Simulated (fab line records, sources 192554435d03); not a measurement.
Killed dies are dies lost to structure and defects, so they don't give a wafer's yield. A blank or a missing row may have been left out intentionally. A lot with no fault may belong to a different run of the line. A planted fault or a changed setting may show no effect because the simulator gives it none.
What tool caused it? ; flow n5-finfet ; Sampling: 24 lots, 72 wafers, 3 of 1938 route steps

WHAT EACH GAUGE READ, for each wafer
N5_BEOL_M11_OVL_MEAS_12. Usual: M11_OVL typically reads 0.1 nm, with standard deviation 0.94.
lot;measured;on;M11_OVL (nm);flag
L074;day 10 04:19;overlay-01;0.7 0.9 1.3;
L075;day 10 18:46;overlay-01;0.5 0.7 1.2;
L077;day 11 00:17;overlay-02;-1.8 -2.4 -1.0;
L076;day 11 17:22;overlay-01;0.7 1.2 1.2;
L078;day 12 01:28;overlay-02;-0.8 0.4 -1.0;
L079;day 12 11:09;overlay-02;1.0 0.8 -0.2;
L080;day 13 01:24;overlay-02;-0.4 0.4 1.3;
L081;day 13 01:49;overlay-02;0.3 0.8 -0.3;
L082;day 13 04:17;overlay-02;-1.2 -0.1 -1.3;
L084;day 13 10:40;overlay-02;1.1 0.7 -0.4;
L083;day 13 14:06;overlay-01;-0.8 -1.2 -1.3;
L085;day 13 18:20;overlay-02;0.7 -0.7 0.1;
L086;day 13 18:33;overlay-01;-1.2 0.0 -0.7;
L088;day 14 04:04;overlay-01;-0.3 1.3 -0.7;
L087;day 14 06:46;overlay-02;-0.1 -0.4 0.4;
L090;day 14 12:25;overlay-01;-0.2 -0.8 -1.3;
L089;day 14 21:34;overlay-02;-0.3 -1.7 -0.1;
L091;day 15 06:26;overlay-02;0.6 0.2 0.1;
L092;day 15 09:11;overlay-01;0.2 1.0 1.5;
L093;day 15 16:13;overlay-01;-1.6 0.3 -0.9;
L094;day 15 20:17;overlay-02;0.0 -0.8 0.3;
L095;day 16 09:41;overlay-01;-0.3 -0.5 -0.8;
L096;day 16 13:01;overlay-02;-0.2 -1.0 1.6;
L097;day 16 16:08;overlay-01;-0.9 0.5 -0.4;

TOOL THAT RAN EACH LOT (tool first, then ch and the chambers of the sampled wafers, then the start)
lot;N5_BEOL_M10_SPUTTER_48;N5_BEOL_M10_ANNEAL_51
L074;pvd-sputter-03, day 10 00:43;rtp-anneal-02 ch 0, day 10 00:57
L075;pvd-sputter-01, day 10 15:55;rtp-anneal-01 ch 0, day 10 16:10
L077;pvd-sputter-03, day 10 21:10;rtp-anneal-02 ch 0, day 10 21:29
L076;pvd-sputter-01, day 11 14:23;rtp-anneal-01 ch 0, day 11 15:19
L078;pvd-sputter-02, day 11 21:33;rtp-anneal-02 ch 0, day 11 21:57
L079;pvd-sputter-03, day 12 06:34;rtp-anneal-01 ch 0, day 12 06:59
L080;pvd-sputter-02, day 12 22:48;rtp-anneal-02 ch 0, day 12 23:04
L081;pvd-sputter-03, day 12 23:07;rtp-anneal-01 ch 0, day 12 23:35
L082;pvd-sputter-01, day 13 00:31;rtp-anneal-01 ch 0, day 13 00:45
L084;pvd-sputter-02, day 13 08:31;rtp-anneal-02 ch 0, day 13 08:44
L083;pvd-sputter-01, day 13 10:04;rtp-anneal-02 ch 0, day 13 11:17
L085;pvd-sputter-02, day 13 14:17;rtp-anneal-01 ch 0, day 13 14:41
L086;pvd-sputter-01, day 13 14:55;rtp-anneal-02 ch 0, day 13 15:20
L088;pvd-sputter-03, day 14 00:09;rtp-anneal-01 ch 0, day 14 00:35
L087;pvd-sputter-02, day 14 01:26;rtp-anneal-02 ch 0, day 14 02:50
L090;pvd-sputter-03, day 14 08:27;rtp-anneal-01 ch 0, day 14 09:46
L089;pvd-sputter-03, day 14 18:40;rtp-anneal-01 ch 0, day 14 19:16
L091;pvd-sputter-01, day 15 03:34;rtp-anneal-01 ch 0, day 15 04:02
L092;pvd-sputter-03, day 15 06:32;rtp-anneal-01 ch 0, day 15 06:49
L093;pvd-sputter-03, day 15 13:29;rtp-anneal-01 ch 0, day 15 13:56
L094;pvd-sputter-03, day 15 17:02;rtp-anneal-02 ch 0, day 15 17:19
L095;pvd-sputter-01, day 16 06:23;rtp-anneal-02 ch 0, day 16 06:55
L096;pvd-sputter-03, day 16 10:23;rtp-anneal-01 ch 0, day 16 10:44
L097;pvd-sputter-02, day 16 12:58;rtp-anneal-02 ch 0, day 16 13:11
- N5_BEOL_M10_SPUTTER_48: material Cu, target thk 12 nm, time 2 s.
- N5_BEOL_M10_ANNEAL_51: time 90 s.

WHAT THE TOOLS THEMSELVES READ (means of the sampled wafers that have a number; where no wafer has one, the mark that the record gives instead)
N5_BEOL_M10_SPUTTER_48. Usual: chamber-pressure-pa 0.13003 Pa, standard deviation 0.00028; throttle-valve-pct 29.7 %, standard deviation 1.1.
lot;tool;chamber-pressure-pa (Pa);throttle-valve-pct (%);flag
L074;pvd-sputter-03;0.13011;29.4;
L075;pvd-sputter-01;0.13014;29.8;
L077;pvd-sputter-03;0.13020;29.4;
L076;pvd-sputter-01;0.13006;29.9;
L078;pvd-sputter-02;0.13002;29.7;
L079;pvd-sputter-03;0.13014;29.0;
L080;pvd-sputter-02;0.13002;30.0;
L081;pvd-sputter-03;0.13026;30.2;
L082;pvd-sputter-01;0.13001;29.5;
L084;pvd-sputter-02;0.12989;30.8;
L083;pvd-sputter-01;0.12987;30.3;
L085;pvd-sputter-02;0.13021;29.8;
L086;pvd-sputter-01;0.12977;29.5;
L088;pvd-sputter-03;0.12996;29.9;
L087;pvd-sputter-02;0.12990;30.1;
L090;pvd-sputter-03;0.12984;29.6;
L089;pvd-sputter-03;0.13002;28.3;
L091;pvd-sputter-01;0.13001;30.0;
L092;pvd-sputter-03;0.13006;29.2;
L093;pvd-sputter-03;0.13033;28.1;
L094;pvd-sputter-03;0.12992;29.1;
L095;pvd-sputter-01;0.12992;29.4;
L096;pvd-sputter-03;0.12982;30.3;
L097;pvd-sputter-02;0.12994;29.4;

N5_BEOL_M10_ANNEAL_51. Usual: wafer_temp_C_max at 225.74, with a standard deviation of 0.24.
lot;tool;wafer_temp_C_max;flag
L074;rtp-anneal-02;225.70;
L075;rtp-anneal-01;225.55;
L077;rtp-anneal-02;225.55;
L076;rtp-anneal-01;225.47;
L078;rtp-anneal-02;225.68;
L079;rtp-anneal-01;225.61;
L080;rtp-anneal-02;225.91;
L081;rtp-anneal-01;225.47;
L082;rtp-anneal-01;225.57;
L084;rtp-anneal-02;225.91;
L083;rtp-anneal-02;225.91;
L085;rtp-anneal-01;225.66;
L086;rtp-anneal-02;225.97;
L088;rtp-anneal-01;225.52;
L087;rtp-anneal-02;226.03;
L090;rtp-anneal-01;225.77;
L089;rtp-anneal-01;225.58;
L091;rtp-anneal-01;225.87;
L092;rtp-anneal-01;225.70;
L093;rtp-anneal-01;225.43;
L094;rtp-anneal-02;225.86;
L095;rtp-anneal-02;225.61;
L096;rtp-anneal-01;225.60;
L097;rtp-anneal-02;225.93;

THE ANSWER, worked out from the rows above alone
Rule: a lot counts as off when the mean over its wafers that have a number is more than 3 standard deviations away from the usual mean. Also off: a lot with no number at a reading for which 4 or more lots have one. Any other lot the step has rows for is counted as sound. After the gauges, taken in route order, come the tools' own readings; for these a lot's mean is taken, as printed above. At the first step where some lot is off, the reading lying furthest off is the one used; lots without a number count as furthest.
No lot is off at any reading shown: from this, nothing can be told.

WHAT THE SIMULATOR HAD INSERTED
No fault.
